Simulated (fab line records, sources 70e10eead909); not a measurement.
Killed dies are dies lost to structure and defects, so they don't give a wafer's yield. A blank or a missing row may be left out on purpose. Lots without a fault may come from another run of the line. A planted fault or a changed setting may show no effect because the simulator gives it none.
fab line records | flow nand_harc
record lots=24 wafers=72 last_day=24
route steps=1159 shown P_M2@339 P_BONDPAD@368 A_CHANNEL_HOLE_D1@450
lots that met no fault: from a run of the same line without faults
start_h: hours from the record's first day to the start of the lot's first wafer shown | wait_h: hours since the lot's step before | " the same as in the row above | L1.1+2: a row that stands for several wafers | - no value, or no start given | * or withheld: withheld | < > ~ a bound
route shown NAME@n: a module of which the file shows steps, and the number in the route of the first | usual: mean/standard deviation of fault-free wafers | same: alike in all rows | chamber/n: place in a boat | sites: the reading at each site | _std_site: their standard deviation | _edge_site: outer sites' mean less inner sites' | radius_mm: how far each site lies from the wafer's centre | mask NAME#n: copy n | behind: the tool/chamber that last shaped the wafer | hold: why the lot was held/for how many hours/how that ended | device: the transistor (n, p or np) that didn't switch | end of line: the same wafers' tests at the end of the route | a step without rows: its recipe alone | killed: dies lost to structure and defects at the first sort, not the wafer's yield | map: a wafer's dies, x killed, . not, _ none there
set.NAME: the setting as run; set.NAME@STEP: as run at that earlier step | model.NAME: the simulator's own value behind a step, which no gauge read
steps of the route over a sample of lots; a table a step, a row a wafer
services: from which hour (start_h, from the record's first day; less than 0 if before it) a tool's chamber was out of use, for how many hours, and why
## steps
# step NHARC_P_M2_PRE_CLEAN_30
# recipe time_s=30 temp_c=280 gas=H2/He
# usual heater_power_w=417/27
# columns lot.wafer tool chamber start_h wait_h heater_power_w
L074.1 pvd_sputter-01 - - - 401
L074.4 " - " " 474
L074.5 " - " " 406
L075.4 pvd_sputter-03 - - - 434
L075.2 " - " " 392
L075.3 " - " " 417
L076.1 pvd_sputter-02 - - - 376
L076.2 " - " " 436
L076.6 " - " " 370
L077.4 pvd_sputter-03 - - - 398
L077.1 " - " " 380
L077.5 " - " " 397
L078.3 pvd_sputter-03 - - - 364
L078.5 " - " " 375
L078.6 " - " " 433
L079.1 pvd_sputter-03 - - - 377
L079.2 " - " " 432
L079.5 " - " " 388
L080.3 pvd_sputter-02 - - - 408
L080.4 " - " " 427
L080.2 " - " " 446
L081.4 pvd_sputter-03 - - - 426
L081.2 " - " " 376
L081.5 " - " " 435
L082.2 pvd_sputter-02 - - - 427
L082.5 " - " " 423
L082.6 " - " " 461
L083.2 pvd_sputter-02 - - - 367
L083.3 " - " " 428
L083.4 " - " " 397
L084.1 pvd_sputter-03 - - - 371
L084.4 " - " " 388
L084.2 " - " " 418
L085.3 pvd_sputter-01 - - - 439
L085.1 " - " " 449
L085.2 " - " " 410
L087.4 pvd_sputter-03 - - - 408
L087.1 " - " " 376
L087.6 " - " " 393
L086.1 pvd_sputter-03 - - - 394
L086.3 " - " " 385
L086.6 " - " " 441
L088.1 pvd_sputter-01 - - - 407
L088.4 " - " " 424
L088.2 " - " " 453
L089.2 pvd_sputter-01 - - - 430
L089.3 " - " " 408
L089.5 " - " " 430
L090.3 pvd_sputter-01 - - - 414
L090.4 " - " " 446
L090.1 " - " " 465
L091.4 pvd_sputter-01 - - - 452
L091.2 " - " " 405
L091.5 " - " " 455
L092.3 pvd_sputter-02 - - - 420
L092.6 " - " " 447
L092.5 " - " " 418
L093.4 pvd_sputter-03 - - - 431
L093.2 " - " " 392
L093.3 " - " " 363
L094.1 pvd_sputter-03 - - - 383
L094.3 " - " " 390
L094.5 " - " " 380
L096.3 pvd_sputter-02 - - - 414
L096.4 " - " " 417
L096.6 " - " " 438
L095.3 pvd_sputter-03 - - - 422
L095.2 " - " " 438
L095.5 " - " " 430
L097.2 pvd_sputter-02 - - - 385
L097.4 " - " " 412
L097.5 " - " " 392
# step NHARC_P_BONDPAD_ETCH_37
# recipe target_depth_a=600 overetch_a=180 time_s=65.91 ion_energy_ev=200 n2_flow_sccm=150 h2_flow_sccm=150 ar_flow_sccm=0 rf_w=400 bias_w=150 chemistry=N2/H2
# usual drypump_motor_current_A=5.4/0.47 h2_flow_sccm=150.0/0.44 mfc_ar_sccm=0.018/0.013 oes_product_au=0.996/0.014 rf_vpp_V=432.1/2.2 showerhead_plenum_p_Torr=2.10/0.078 throttle_valve_pct=14.171/0.0097
# columns lot.wafer tool chamber start_h wait_h drypump_motor_current_A h2_flow_sccm mfc_ar_sccm oes_product_au rf_hours_counter_h rf_vpp_V showerhead_plenum_p_Torr throttle_valve_pct
L074.4 rie_diel-03 3 128.88 0.1 4.8 149.7 0.022 0.967 8 433.7 2.20 14.183
L074.1 " 0 " " 5.6 150.0 0.030 1.022 8 431.0 2.02 14.171
L074.5 " 1 " " 5.5 149.3 0 0.984 - 430.1 2.02 14.148
L075.3 rie_diel-03 0 137.14 0.1 5.6 149.7 0.030 1.011 9 428.5 2.02 14.173
L075.2 " 2 " " 4.9 150.3 0.030 0.992 10 433.1 2.14 14.159
L075.4 " 3 " " 4.8 149.7 0.022 0.978 9 434.6 2.20 14.187
L076.1 rie_diel-13 0 138.99 0.3 6.7 149.6 0 1.014 14 434.5 2.21 14.191
L076.2 " 2 " " 5.2 150.9 0.000 1.002 11 432.5 2.09 14.169
L076.6 " 3 " " 5.5 149.8 0 0.985 - 430.6 2.00 14.163
L077.1 rie_diel-13 2 145.39 0.1 5.2 150.5 0.000 0.994 14 431.3 2.09 14.163
L077.4 " 1 " " 5.5 150.7 0 1.000 - 431.1 2.09 14.159
L077.5 " 2 " " 5.2 149.4 0.000 1.002 - 431.8 2.09 14.178
L078.3 rie_diel-03 1 155.40 0.1 5.5 149.9 0 0.987 10 428.8 2.02 14.175
L078.6 " 2 " " 4.9 150.0 0.030 1.005 - 433.9 2.14 14.164
L078.5 " 3 " " 4.8 150.2 0.022 0.982 - 434.0 2.20 14.179
L079.1 rie_diel-03 3 163.37 0.1 4.9 149.5 0.022 0.990 11 435.1 2.20 14.168
L079.2 " 2 " " 4.9 150.2 0.030 1.001 11 432.1 2.14 14.191
L079.5 " 3 " " 4.9 150.1 0.022 0.983 - 435.3 2.20 14.172
L080.3 rie_diel-01 3 166.29 0.1 6.1 150.4 0 1.013 5 432.5 2.09 14.170
L080.2 " 0 " " 5.4 150.1 0.018 0.987 4 432.1 2.09 14.180
L080.4 " 1 " " 5.9 150.2 0.024 1.009 5 426.4 1.93 14.172
L081.2 rie_diel-03 2 176.00 0.1 4.9 149.0 0.030 0.999 12 431.8 2.13 14.151
L081.4 " 3 " " 4.8 150.5 0.022 0.980 - 434.1 2.20 14.158
L081.5 " 2 " " 4.9 149.7 0.030 0.996 - 432.6 2.14 14.194
L082.2 rie_diel-03 3 176.57 0.1 4.8 150.0 0.022 0.978 12 436.1 2.20 14.184
L082.5 " 3 " " 4.8 150.3 0.022 0.981 - 434.5 2.20 14.174
L082.6 " 1 " " 5.5 150.1 0 0.989 - 429.4 2.02 14.170
L083.4 rie_diel-03 0 187.57 0.1 5.6 151.0 0.030 1.008 13 428.0 2.02 14.158
L083.2 " 2 " " 4.9 149.6 0.030 0.990 14 432.5 2.13 14.172
L083.3 " 3 " " 4.8 150.4 0.022 0.986 13 434.6 2.20 14.147
L084.1 rie_diel-03 3 188.56 0.1 4.8 149.8 0.022 0.983 13 434.7 2.20 14.168
L084.2 " 0 " " 5.6 149.8 0.030 1.012 13 430.4 2.02 14.176
L084.4 " 1 " " 5.5 150.1 0 0.999 14 429.1 2.02 14.156
L085.1 rie_diel-03 2 201.46 0.1 4.9 150.6 0.030 0.978 16 433.3 2.13 14.149
L085.3 " 3 " " 4.9 150.0 0.022 0.972 14 435.3 2.20 14.191
L085.2 " 1 " " 5.5 149.9 0 0.981 15 429.9 2.02 14.175
L087.4 rie_diel-03 3 202.70 0.1 4.9 149.3 0.022 0.976 14 435.1 2.20 14.172
L087.1 " 0 " " 5.6 150.4 0.030 1.016 15 428.7 2.02 14.167
L087.6 " 2 " " 4.9 149.4 0.030 0.979 - 434.1 2.13 14.172
L086.1 rie_diel-01 3 203.33 0.1 6.0 150.7 0 1.009 22 433.2 2.09 14.173
L086.3 " 0 " " 5.4 150.8 0.018 0.994 19 431.2 2.09 14.179
L086.6 " 2 " " 5.8 150.3 0.035 1.015 - 434.5 2.16 14.166
L088.1 rie_diel-03 3 211.87 0.1 4.9 150.3 0.022 0.980 15 435.1 2.20 14.167
L088.2 " 2 " " 4.9 150.7 0.030 0.995 17 432.6 2.13 14.170
L088.4 " 3 " " 4.9 150.8 0.022 0.974 - 436.9 2.20 14.177
L089.2 rie_diel-13 3 226.09 0.1 5.5 149.6 0 0.999 41 430.0 1.99 14.171
L089.3 " 2 " " 5.2 150.2 0.000 1.007 45 433.0 2.07 14.163
L089.5 " 3 " " 5.4 150.7 0 0.988 - 430.2 1.99 14.181
L090.1 rie_diel-03 3 228.54 0.1 4.8 150.1 0.022 0.997 0 431.5 2.20 14.168
L090.3 " 0 " " 5.6 150.4 0.030 1.030 0 429.9 2.02 14.174
L090.4 " 1 " " 5.5 149.8 0 1.001 0 429.5 2.02 14.176
L091.2 rie_diel-03 2 229.38 0.1 4.9 150.1 0.030 0.991 0 432.9 2.13 14.167
L091.4 " 1 " " 5.5 150.0 0 1.000 0 429.8 2.02 14.156
L091.5 " 3 " " 4.9 150.4 0.022 0.991 - 433.8 2.20 14.176
L092.3 rie_diel-03 2 238.79 0.1 4.9 149.2 0.030 0.974 1 433.3 2.13 14.156
L092.6 " 2 " " 4.9 149.2 0.030 0.983 - 432.0 2.13 14.159
L092.5 " 3 " " 4.8 150.4 0.022 0.994 - 435.5 2.20 14.175
L093.3 rie_diel-03 2 248.16 0.1 4.9 150.9 0.030 0.979 2 433.0 2.13 14.169
L093.2 " 3 " " 4.8 149.8 0.022 1.007 3 435.0 2.20 14.167
L093.4 " 0 " " 5.6 150.0 0.030 1.027 2 428.7 2.02 14.168
L094.1 rie_diel-01 2 248.64 0.1 5.8 150.0 0.035 1.005 37 435.2 2.16 14.174
L094.3 " 1 " " 5.9 150.9 0.024 0.997 32 428.9 1.92 14.197
L094.5 " 2 " " 5.8 149.9 0.035 0.999 - 433.4 2.16 14.171
L096.3 rie_diel-03 3 256.71 0.1 4.9 149.9 0.022 1.004 3 434.1 2.20 14.162
L096.4 " 0 " " 5.6 149.8 0.030 1.017 3 430.8 2.02 14.176
L096.6 " 1 " " 5.5 149.9 0 0.994 - 430.1 2.02 14.175
L095.2 rie_diel-01 3 256.91 0.1 6.1 150.5 0 1.001 41 432.0 2.08 14.165
L095.3 " 0 " " 5.4 150.3 0.018 0.996 37 431.0 2.08 14.178
L095.5 " 3 " " 6.1 150.8 0 1.001 - 431.8 2.08 14.164
L097.4 rie_diel-03 1 260.25 0.1 5.5 150.2 0 0.993 3 428.0 2.01 14.161
L097.2 " 3 " " 4.9 150.1 0.022 1.009 3 433.8 2.20 14.184
L097.5 " 1 " " 5.5 150.5 0 0.990 - 429.5 2.02 14.187
# step NHARC_A_CHANNEL_HOLE_D1_DEP_00
# recipe target_thk_a=31000 temp_c=400 material=aC
# usual throttle_valve_pct=35.001/0.0086
# columns lot.wafer tool chamber start_h wait_h throttle_valve_pct
L074.1 acl_dep-03 0 171.14 0.1 35.002
L074.4 " 0 " " 34.984
L074.5 " 0 " " 35.008
L075.2 acl_dep-01 0 179.34 3.3 35.008
L075.3 " 0 " " 34.986
L075.4 " 0 " " 34.995
L076.1 acl_dep-02 0 182.75 2.6 35.007
L076.2 " 0 " " 35.009
L076.6 " 0 184.34 4.2 35.003
L077.1 acl_dep-01 0 186.22 2.2 35.004
L077.4 " 0 " " 35.009
L077.5 " 0 " " 35.001
L078.3 acl_dep-01 0 197.16 2.6 35.003
L078.5 " 0 " " 35.006
L078.6 " 0 " " 35.016
L079.1 acl_dep-01 0 206.87 0.1 34.988
L079.2 " 0 " " 35.000
L079.5 " 0 " " 34.993
L080.2 acl_dep-02 0 207.03 0.4 35.001
L080.3 " 0 " " 34.996
L080.4 " 0 " " 35.002
L082.2 acl_dep-03 0 216.24 0.7 35.015
L082.5 " 0 " " 35.003
L082.6 " 0 " " 34.975
L081.2 acl_dep-01 0 216.28 0.8 35.008
L081.4 " 0 " " 35.013
L081.5 " 0 " " 35.000
L084.1 acl_dep-01 0 226.42 0.1 34.989
L084.2 " 0 " " 35.002
L084.4 " 0 " " 35.001
L083.2 acl_dep-02 0 226.88 0.4 35.016
L083.3 " 0 " " 34.993
L083.4 " 0 " " 35.007
L087.1 acl_dep-01 0 245.54 0.1 35.002
L087.4 " 0 " " 35.010
L087.6 " 0 " " 35.002
L085.1 acl_dep-03 0 245.84 0.1 34.995
L085.2 " 0 " " 35.011
L085.3 " 0 " " 35.011
L086.1 acl_dep-02 0 246.11 0.1 35.002
L086.3 " 0 " " 35.007
L086.6 " 0 " " 34.998
L088.1 acl_dep-03 0 257.61 1.7 35.002
L088.2 " 0 " " 34.993
L088.4 " 0 " " 34.991
L090.1 acl_dep-03 0 265.41 0.4 35.002
L090.3 " 0 " " 34.988
L090.4 " 0 " " 34.990
L089.2 acl_dep-01 0 265.77 0.8 35.010
L089.3 " 0 " " 35.002
L089.5 " 0 " " 34.997
L091.2 acl_dep-02 0 266.22 1.1 34.996
L091.4 " 0 " " 34.997
L091.5 " 0 " " 35.007
L092.3 acl_dep-02 0 278.08 0.7 35.009
L092.5 " 0 " " 34.996
L092.6 " 0 " " 35.005
L094.1 acl_dep-01 0 287.78 0.1 35.016
L094.3 " 0 " " 34.998
L094.5 " 0 " " 34.999
L093.2 acl_dep-03 0 287.87 0.4 34.998
L093.3 " 0 " " 34.989
L093.4 " 0 " " 35.003
L097.2 acl_dep-03 0 301.41 3.2 35.005
L097.4 " 0 " " 35.012
L097.5 " 0 " " 35.019
L096.3 acl_dep-02 0 301.48 3.5 35.007
L096.4 " 0 " " 35.009
L096.6 " 0 " " 35.005
L095.2 acl_dep-02 0 303.08 4.8 34.994
L095.3 " 0 " " 35.005
L095.5 " 0 " " 34.997
# step NHARC_A_CHANNEL_HOLE_D1_CD_MEAS_18
# usual cd_nm=97.6/2.8
# columns lot.wafer tool chamber start_h wait_h cd_nm
L074.1 cd_sem-03 - 175.10 - 96.8
L074.4 " - " " 100.0
L074.5 " - " " 100.1
L075.2 cd_sem-03 - 183.06 - 97.7
L075.3 " - " " 100.3
L075.4 " - " " 94.9
L076.1 cd_sem-03 - 186.77 - 99.6
L076.2 " - " " 93.5
L076.6 " - " " 95.0
L077.1 cd_sem-01 - 190.06 - 102.0
L077.4 " - " " 102.7
L077.5 " - " " 98.7
L078.3 cd_sem-03 - 200.36 - 100.3
L078.5 " - " " 98.7
L078.6 " - " " 99.8
L080.2 cd_sem-01 - 210.66 - 96.8
L080.3 " - " " 98.4
L080.4 " - " " 96.2
L079.1 cd_sem-03 - 210.84 - 100.1
L079.2 " - " " 98.1
L079.5 " - " " 99.0
L082.2 cd_sem-02 - 219.73 - 95.3
L082.5 " - " " 99.4
L082.6 " - " " 98.8
L081.2 cd_sem-02 - 220.01 - 99.7
L081.4 " - " " 98.7
L081.5 " - " " 100.2
L084.1 cd_sem-03 - 230.34 - 104.3
L084.2 " - " " 95.3
L084.4 " - " " 96.9
L083.2 cd_sem-01 - 230.52 - 98.4
L083.3 " - " " 101.3
L083.4 " - " " 99.6
L087.1 cd_sem-01 - 249.51 - 95.1
L087.4 " - " " 101.3
L087.6 " - " " 102.4
L085.1 cd_sem-02 - 249.83 - 101.5
L085.2 " - " " 91.1
L085.3 " - " " 97.2
L086.1 cd_sem-03 - 250.07 - 100.0
L086.3 " - " " 97.1
L086.6 " - " " 94.1
L088.1 cd_sem-03 - 261.47 - 102.0
L088.2 " - " " 95.1
L088.4 " - " " 93.4
L090.1 cd_sem-02 - 269.23 - 96.4
L090.3 " - " " 95.1
L090.4 " - " " 95.3
L089.2 cd_sem-03 - 269.39 - 101.0
L089.3 " - " " 101.1
L089.5 " - " " 96.8
L091.2 cd_sem-01 - 269.84 - 100.2
L091.4 " - " " 95.3
L091.5 " - " " 100.1
L092.3 cd_sem-01 - 281.62 - 96.6
L092.5 " - " " 93.1
L092.6 " - " " 97.5
L093.2 cd_sem-01 - 291.49 - 94.8
L093.3 " - " " 97.0
L093.4 " - " " 90.7
L094.1 cd_sem-01 - 291.69 - 92.7
L094.3 " - " " 101.7
L094.5 " - " " 99.9
L096.3 cd_sem-01 - 304.80 - 102.3
L096.4 " - " " 99.7
L096.6 " - " " 100.7
L097.2 cd_sem-02 - 305.01 - 101.7
L097.4 " - " " 90.8
L097.5 " - " " 95.4
L095.2 cd_sem-02 - 306.74 - 98.4
L095.3 " - " " 97.0
L095.5 " - " " 99.4
# step NHARC_A_CHANNEL_HOLE_D1_ETCH_19
# recipe bias_v=1200 source_w=2500 pressure_mtorr=15 time_s=34.5 ar_flow_sccm=375 c4f8_flow_sccm=28.8 o2_flow_sccm=96.2 temp_c=-20 target_depth_a=* chemistry=C4F8/O2/Ar
# usual drypump_motor_current_A=5.80/0.28 esc_clamp_current_uA=0.02132/0.00027 mfc_ar_sccm=374.8/1.3 showerhead_plenum_p_Torr=3.70/0.071 throttle_valve_pct=37.037/0.0087
# columns lot.wafer tool chamber start_h wait_h drypump_motor_current_A esc_clamp_current_uA mfc_ar_sccm rf_hours_counter_h showerhead_plenum_p_Torr throttle_valve_pct
L074.1 har_etch-01 0 175.19 0.1 5.51 0.02169 374.3 194 3.60 37.038
L074.4 " 0 " " 5.52 0.02162 375.1 - 3.60 37.030
L074.5 " 0 " " 5.50 0.0217 373.3 - 3.60 37.041
L075.2 har_etch-01 0 183.13 0.1 5.50 0.02171 373.9 199 3.60 37.033
L075.3 " 0 " " 5.50 0.02169 374.4 - 3.60 37.048
L075.4 " 1 " " 6.16 0.0215 374.9 - 3.79 37.054
L076.1 har_etch-02 1 186.84 0.1 6.03 0.02108 376.2 99 3.76 37.030
L076.2 " 0 " " 5.55 0.02106 376.6 99 3.70 37.034
L076.6 " 0 " " 5.54 0.02104 376.3 - 3.70 37.040
L077.1 har_etch-01 1 190.15 0.1 6.14 0.02146 375.6 203 3.78 37.039
L077.4 " 0 " " 5.50 0.02167 373.6 - 3.59 37.036
L077.5 " 1 " " 6.11 0.02147 373.5 - 3.78 37.026
L078.3 har_etch-02 0 200.47 0.1 5.54 0.02103 374.7 - 3.70 37.026
L078.5 " 0 " " 5.52 0.02095 374.4 - 3.70 37.043
L078.6 " 1 " " 6.03 0.021 377.4 - 3.76 37.031
L080.2 har_etch-01 1 210.75 0.1 6.12 0.02155 376.0 210 3.78 37.039
L080.4 " 0 " " 5.51 0.02163 372.3 - 3.59 37.038
L080.3 " 1 " " 6.15 0.02154 377.1 - 3.78 37.037
L079.2 har_etch-02 1 210.91 0.1 5.99 0.02111 374.8 110 3.76 37.048
L079.1 " 0 " " 5.55 0.021 374.2 110 3.70 37.033
L079.5 " 1 " " 5.98 0.0211 374.7 - 3.76 37.015
L082.2 har_etch-02 1 219.80 0.1 6.02 0.02109 375.5 115 3.75 37.030
L082.5 " 1 " " 6.01 0.02108 372.1 - 3.75 37.023
L082.6 " 0 " " 5.55 0.02103 374.1 - 3.69 37.037
L081.2 har_etch-01 0 220.10 0.1 5.51 0.02171 373.9 217 3.59 37.026
L081.4 " 1 " " 6.16 0.02145 373.0 - 3.78 37.032
L081.5 " 1 " " 6.16 0.0215 372.4 - 3.78 37.033
L084.1 har_etch-02 1 230.42 0.1 6.01 0.02107 373.2 121 3.75 37.040
L084.2 " 0 " " 5.53 0.02107 374.9 121 3.69 37.048
L084.4 " 0 " " 5.54 0.02105 374.9 - 3.69 37.034
L083.2 har_etch-01 1 230.59 0.1 6.16 0.0215 376.3 222 3.77 37.029
L083.4 " 1 " " 6.15 0.02149 375.6 - 3.77 37.033
L083.3 " 0 " " 5.50 0.02171 374.8 - 3.58 37.027
L087.1 har_etch-02 0 249.61 0.1 5.56 0.02104 376.5 126 3.69 37.034
L087.4 " 0 " " 5.56 0.02104 376.4 - 3.69 37.038
L087.6 " 0 " " 5.56 0.02099 375.5 - 3.69 37.036
L085.2 har_etch-01 0 249.90 0.1 5.50 0.02168 374.2 228 3.58 37.041
L085.1 " 1 " " 6.17 0.02148 374.5 228 3.77 37.033
L085.3 " 0 " " 5.51 0.02168 373.1 - 3.58 37.043
L086.1 har_etch-02 0 253.75 3.7 5.55 0.02105 375.8 130 3.69 37.032
L086.3 " 1 " " 6.02 0.02113 374.0 - 3.74 37.030
L086.6 " 0 " " 5.55 0.02102 374.3 - 3.69 37.041
L088.1 har_etch-01 1 261.54 0.1 6.13 0.0215 373.6 233 3.77 37.030
L088.2 " 0 " " 5.51 0.02164 373.5 233 3.58 37.049
L088.4 " 1 " " 6.14 0.02148 376.6 - 3.77 37.037
L090.1 har_etch-01 0 269.31 0.1 5.50 0.02177 374.9 237 3.57 37.027
L090.4 " 0 " " 5.53 0.02169 374.1 - 3.58 37.042
L090.3 " 1 " " 6.15 0.02151 374.4 - 3.76 37.038
L089.2 har_etch-02 0 269.48 0.1 5.54 0.02101 373.8 138 3.68 37.026
L089.3 " 0 " " 5.55 0.02107 374.8 - 3.68 37.032
L089.5 " 1 " " 6.00 0.02114 374.7 - 3.74 37.039
L091.2 har_etch-01 1 273.49 3.7 6.15 0.0215 374.7 241 3.76 37.022
L091.4 " 1 " " 6.13 0.02154 374.7 - 3.76 37.043
L091.5 " 0 " " 5.50 0.02169 375.7 - 3.57 37.026
L092.3 har_etch-02 0 281.72 0.1 5.55 0.02112 376.1 - 3.68 37.037
L092.5 " 0 " " 5.55 0.02101 375.8 - 3.68 37.032
L092.6 " 1 " " 6.01 0.02113 375.9 - 3.74 37.053
L093.2 har_etch-01 0 291.58 0.1 5.51 0.02173 376.6 248 3.57 37.057
L093.3 " 1 " " 6.16 0.02157 373.3 - 3.76 37.030
L093.4 " 0 " " 5.51 0.02175 375.2 - 3.57 37.035
L094.1 har_etch-02 1 291.78 0.1 6.03 0.02103 374.0 149 3.73 37.041
L094.3 " 0 " " 5.54 0.0211 372.9 - 3.68 37.035
L094.5 " 0 " " 5.56 0.02099 373.5 - 3.68 37.049
L096.4 har_etch-02 1 304.92 0.1 5.99 0.02121 374.1 - 3.73 37.044
L096.3 " 0 " " 5.56 0.02111 373.8 - 3.67 37.023
L096.6 " 1 " " 6.00 0.02112 374.0 - 3.73 37.039
L097.2 har_etch-02 1 309.05 4.0 6.02 0.02117 375.2 158 3.73 37.042
L097.4 " 0 " " 5.59 0.02111 375.4 - 3.67 37.039
L097.5 " 0 " " 5.57 0.02108 376.5 - 3.67 37.042
L095.2 har_etch-02 0 313.20 6.5 5.53 0.02107 375.5 162 3.67 37.044
L095.3 " 0 " " 5.53 0.02108 374.6 - 3.67 37.043
L095.5 " 0 " " 5.55 0.02115 374.4 - 3.67 37.040
# step NHARC_A_CHANNEL_HOLE_D1_ETCH_26
# recipe bias_v=300 source_w=2000 pressure_mtorr=30 time_s=224.1 ar_flow_sccm=375 c4f8_flow_sccm=11.4 o2_flow_sccm=113.6 temp_c=-20 target_depth_a=3000 chemistry=C4F8/O2/Ar
# usual drypump_motor_current_A=5.80/0.28 esc_clamp_current_uA=0.02132/0.00026 mfc_ar_sccm=375.1/1 showerhead_plenum_p_Torr=3.70/0.071 throttle_valve_pct=24.582/0.01
# columns lot.wafer tool chamber start_h wait_h drypump_motor_current_A esc_clamp_current_uA mfc_ar_sccm rf_hours_counter_h showerhead_plenum_p_Torr throttle_valve_pct
L074.1 har_etch-01 0 178.98 0.6 5.49 0.02169 374.0 198 3.60 24.577
L074.4 " 0 " " 5.51 0.02164 373.3 - 3.60 24.586
L074.5 " 0 " " 5.51 0.02166 373.1 - 3.60 24.571
L075.2 har_etch-01 0 186.91 0.7 5.51 0.02169 374.8 203 3.60 24.573
L075.3 " 0 " " 5.49 0.02161 376.5 - 3.60 24.571
L075.4 " 1 " " 6.16 0.02146 376.1 - 3.79 24.579
L076.1 har_etch-02 1 190.60 0.7 6.02 0.02111 374.3 103 3.76 24.582
L076.2 " 0 " " 5.52 0.02101 374.5 103 3.70 24.576
L076.6 " 0 " " 5.52 0.02102 374.1 - 3.70 24.576
L077.1 har_etch-01 1 193.96 0.6 6.13 0.02151 375.9 207 3.79 24.589
L077.4 " 0 " " 5.50 0.02168 376.8 - 3.59 24.593
L077.5 " 1 " " 6.11 0.02147 376.6 - 3.79 24.594
L078.3 har_etch-02 0 204.29 0.5 5.57 0.02099 374.4 - 3.70 24.580
L078.5 " 0 " " 5.57 0.02102 375.9 - 3.70 24.583
L078.6 " 1 " " 6.06 0.0211 377.2 - 3.76 24.590
L080.2 har_etch-01 1 214.54 0.6 6.15 0.02149 376.3 214 3.78 24.591
L080.4 " 0 " " 5.50 0.02163 374.4 - 3.59 24.596
L080.3 " 1 " " 6.13 0.02147 374.2 - 3.78 24.590
L079.2 har_etch-02 1 214.67 0.7 6.03 0.0211 374.7 113 3.76 24.583
L079.1 " 0 " " 5.57 0.02099 373.4 113 3.70 24.579
L079.5 " 1 " " 5.98 0.02105 374.7 - 3.76 24.587
L082.2 har_etch-02 1 223.59 0.7 6.00 0.02109 375.8 119 3.75 24.585
L082.5 " 1 " " 6.04 0.0211 375.1 - 3.75 24.581
L082.6 " 0 " " 5.56 0.02105 374.7 - 3.70 24.588
L081.2 har_etch-01 0 223.88 0.6 5.50 0.02176 374.6 221 3.59 24.583
L081.4 " 1 " " 6.14 0.02152 376.0 - 3.78 24.594
L081.5 " 1 " " 6.17 0.02149 373.5 - 3.78 24.578
L084.1 har_etch-02 1 234.20 0.7 6.06 0.02112 375.0 124 3.75 24.597
L084.2 " 0 " " 5.57 0.02102 376.4 124 3.69 24.582
L084.4 " 0 " " 5.56 0.021 374.5 - 3.69 24.570
L083.2 har_etch-01 1 234.38 0.7 6.15 0.0215 375.6 226 3.77 24.592
L083.4 " 1 " " 6.16 0.02149 375.6 - 3.77 24.563
L083.3 " 0 " " 5.49 0.02169 375.1 - 3.58 24.576
L087.1 har_etch-02 0 253.39 0.6 5.57 0.02099 375.0 130 3.69 24.597
L087.4 " 0 " " 5.58 0.02103 374.4 - 3.69 24.564
L087.6 " 0 " " 5.56 0.0211 374.8 - 3.69 24.585
L085.2 har_etch-01 0 253.69 0.7 5.51 0.02166 375.1 232 3.58 24.575
L085.1 " 1 " " 6.14 0.02149 375.6 232 3.77 24.576
L085.3 " 0 " " 5.49 0.02168 374.8 - 3.58 24.584
L086.1 har_etch-02 0 257.53 0.7 5.54 0.02098 376.3 134 3.69 24.584
L086.3 " 1 " " 5.99 0.02114 374.8 - 3.74 24.571
L086.6 " 0 " " 5.54 0.02111 375.0 - 3.69 24.592
L088.1 har_etch-01 1 265.33 0.7 6.17 0.02151 374.1 237 3.77 24.567
L088.2 " 0 " " 5.49 0.02165 374.0 237 3.58 24.588
L088.4 " 1 " " 6.15 0.02153 375.5 - 3.77 24.572
L090.1 har_etch-01 0 273.11 0.7 5.48 0.02174 375.3 241 3.57 24.566
L090.4 " 0 " " 5.49 0.02177 374.6 - 3.57 24.573
L090.3 " 1 " " 6.18 0.0215 377.1 - 3.77 24.575
L089.2 har_etch-02 0 273.26 0.6 5.52 0.02099 376.4 142 3.68 24.560
L089.3 " 0 " " 5.54 0.02109 375.0 - 3.68 24.597
L089.5 " 1 " " 6.00 0.02113 376.4 - 3.74 24.602
L091.2 har_etch-01 1 277.25 0.7 6.14 0.02154 373.8 245 3.76 24.586
L091.4 " 1 " " 6.16 0.02152 374.4 - 3.76 24.583
L091.5 " 0 " " 5.49 0.02168 373.9 - 3.57 24.592
L092.3 har_etch-02 0 285.51 0.5 5.56 0.02113 375.0 - 3.68 24.589
L092.5 " 0 " " 5.55 0.02115 373.8 - 3.68 24.573
L092.6 " 1 " " 5.97 0.02112 375.7 - 3.74 24.582
L093.2 har_etch-01 0 295.38 0.6 5.49 0.02171 374.6 252 3.57 24.590
L093.3 " 1 " " 6.14 0.0215 374.5 - 3.76 24.597
L093.4 " 0 " " 5.51 0.02167 374.1 - 3.57 24.579
L094.1 har_etch-02 1 295.57 0.6 6.03 0.0211 375.9 153 3.73 24.573
L094.3 " 0 " " 5.55 0.021 376.3 - 3.68 24.596
L094.5 " 0 " " 5.54 0.02111 376.8 - 3.68 24.590
L096.4 har_etch-02 1 308.72 0.5 6.03 0.0212 373.8 - 3.73 24.582
L096.3 " 0 " " 5.53 0.02112 373.3 - 3.67 24.578
L096.6 " 1 " " 6.02 0.0212 374.2 - 3.73 24.581
L097.2 har_etch-02 1 312.84 0.6 6.02 0.02113 375.4 162 3.73 24.583
L097.4 " 0 " " 5.55 0.02104 376.0 - 3.67 24.571
L097.5 " 0 " " 5.55 0.02109 374.8 - 3.67 24.579
L095.2 har_etch-02 0 316.99 0.7 5.53 0.02104 373.9 166 3.67 24.593
L095.3 " 0 " " 5.55 0.02105 374.8 - 3.67 24.569
L095.5 " 0 " " 5.55 0.02106 375.1 - 3.67 24.583
## services
# columns tool chamber start_h hours kind
pvd_sputter-03 - 102.00 10.0 pm
acl_dep-01 - 113.77 13.0 pm
pvd_sputter-03 - 117.59 1.5 repair
acl_dep-01 - 142.78 6.6 repair
pvd_sputter-03 - 155.92 2.0 repair
pvd_sputter-01 - 158.17 10.0 pm
acl_dep-02 - 169.75 13.0 pm
rie_diel-03 0 175.42 5.3 repair
rie_diel-03 1 204.63 11.4 repair
pvd_sputter-03 - 215.16 12.0 repair
rie_diel-03 - 215.38 9.0 pm
pvd_sputter-02 - 218.80 2.2 repair
pvd_sputter-02 - 222.76 4.5 repair
acl_dep-03 - 224.24 13.0 pm
rie_diel-03 - 226.20 0.3 repair
acl_dep-01 - 231.13 4.8 repair
acl_dep-02 - 245.67 0.3 repair
pvd_sputter-03 - 280.00 10.0 pm
rie_diel-03 3 281.12 3.6 repair
rie_diel-03 2 291.78 4.4 repair
rie_diel-03 - 292.47 2.1 repair
acl_dep-01 - 294.77 13.0 pm
har_etch-01 - 305.00 17.0 pm
pvd_sputter-02 - 305.49 19.3 repair
## key
fault none
